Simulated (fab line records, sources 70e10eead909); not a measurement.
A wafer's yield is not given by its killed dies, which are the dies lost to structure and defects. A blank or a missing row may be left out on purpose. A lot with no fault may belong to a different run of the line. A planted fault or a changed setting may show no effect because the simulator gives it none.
Comparing a struck lot with a sound one || flow nand harc || 14 out of 1159 route steps
Sound: the wafers L631.1, L631.4, L631.5. Struck: wafers L645.1, L645.2, L645.3. At the end, the cause is stated.
At each step with rows: each side's tool, then ch and its chambers, then its first start. Under that, the readings that differ: sound wafers || struck wafers || difference of the means || sigmas: that difference in standard deviations of wafers without a fault.
alike: same words and numbers on both sides, and readings whose means sit less than 2 such deviations apart. not compared: any withheld reading, any reading some wafer has no value for, any bound like >300 that may hide the same value, and any number with overlapping values for which the record gives no deviation.
A row with sigmas, a row that says differs or no value, or rows on one side alone: a step with any of these is where the two part. When numbers do not overlap yet have no deviation, they are printed without sigmas and do not part them. A reading missing from all wafers of one side parts the sides only when that side holds two or more wafers.

first, 5 steps without rows for these wafers: NHARC_A_STAIRCASE_EXPOSE_181 (exposes mask STAIR 2); NHARC_A_STAIRCASE_PEB_182 (peb time 130 s); NHARC_A_STAIRCASE_DEVELOP_183 (time 140 s); NHARC_A_STAIRCASE_HARDBAKE_185 (time 140 s); NHARC_A_STAIRCASE_DESCUM_186 (chemistry O2, time 3 s).
NHARC_A_STAIRCASE_TRIM_187: chemistry O2, time 211.2 s.
  sound on rie diel-01 ch 1,2, day 11 13:19; struck on rie diel-13 ch 1,2,3, day 15 03:18
{"reading": "oes product au (a.u.)", "sound": "0.962 0.972 0.977", "struck": "1.009 1.001 1.023", "difference": "+0.041", "sigmas": "+3"}
  alike: drypump motor current A, rf vpp V, showerhead plenum p Torr, throttle valve pct
  not compared: rf hours counter h
NHARC_A_STAIRCASE_ETCH_188: etches the open film in C4F8/O2, target depth 100 nm, time 40.5 s.
  sound: rie diel-01 ch 1,2,3; struck: rie diel-13 ch 0,1,2
  alike: oes product au, rf vpp V
  not compared: rf hours counter h
then, 1 step without rows for these wafers: NHARC_A_STAIRCASE_TRIM_189 (chemistry O2, time 211.2 s).
NHARC_A_STAIRCASE_ETCH_190: etches the open film in C4F8/O2, target depth 100 nm, time 40.5 s.
  sound: rie diel-01 ch 1,2,3; struck: rie diel-13 ch 0,1,3
  alike: oes product au, rf vpp V
  not compared: rf hours counter h
NHARC_A_STAIRCASE_TRIM_191: chemistry O2, time 211.2 s.
  sound: rie diel-01 ch 2,3; struck: rie diel-13 ch 1,2,3
{"reading": "oes product au (a.u.)", "sound": "0.992 0.975 0.984", "struck": "1.008 1.020 1.035", "difference": "+0.037", "sigmas": "+2"}
  alike: drypump motor current A, rf vpp V, showerhead plenum p Torr, throttle valve pct
  not compared: rf hours counter h
then, 1 step without rows for these wafers: NHARC_A_STAIRCASE_ETCH_192 (etches the open film in C4F8/O2, target depth 100 nm, time 40.5 s).
NHARC_A_STAIRCASE_TRIM_193: chemistry O2, time 211.2 s.
  sound on rie diel-01 ch 1,2,3, day 11 14:06; struck on rie diel-13 ch 0,2,3, day 15 05:10
{"reading": "oes product au (a.u.)", "sound": "0.972 0.984 0.968", "struck": "1.234 1.231 1.203", "difference": "+0.248", "sigmas": "+16"}
  alike: drypump motor current A, rf vpp V, showerhead plenum p Torr, throttle valve pct
  not compared: rf hours counter h
NHARC_A_STAIRCASE_ETCH_194: etches the open film in C4F8/O2, target depth 100 nm, time 40.5 s.
  sound: rie diel-01 ch 2,3; struck: rie diel-13 ch 0,1,3
  alike: oes product au, rf vpp V
  not compared: rf hours counter h
-- jump in the record: it breaks off in module A_STAIRCASE and resumes in module END (first step shown: number 1159 of the route), and 8 days separate the struck wafers' starts before and after --
NHARC_END_SORT_01:
  only the struck wafers appear in the record here, on prober-02 ch 0 at day 23 14:14; the sound ones have no rows

## WHERE THEY PART
Last at NHARC_END_SORT_01 as far as this record goes, first at NHARC_A_STAIRCASE_TRIM_187.

WHY: whatever the simulator had introduced
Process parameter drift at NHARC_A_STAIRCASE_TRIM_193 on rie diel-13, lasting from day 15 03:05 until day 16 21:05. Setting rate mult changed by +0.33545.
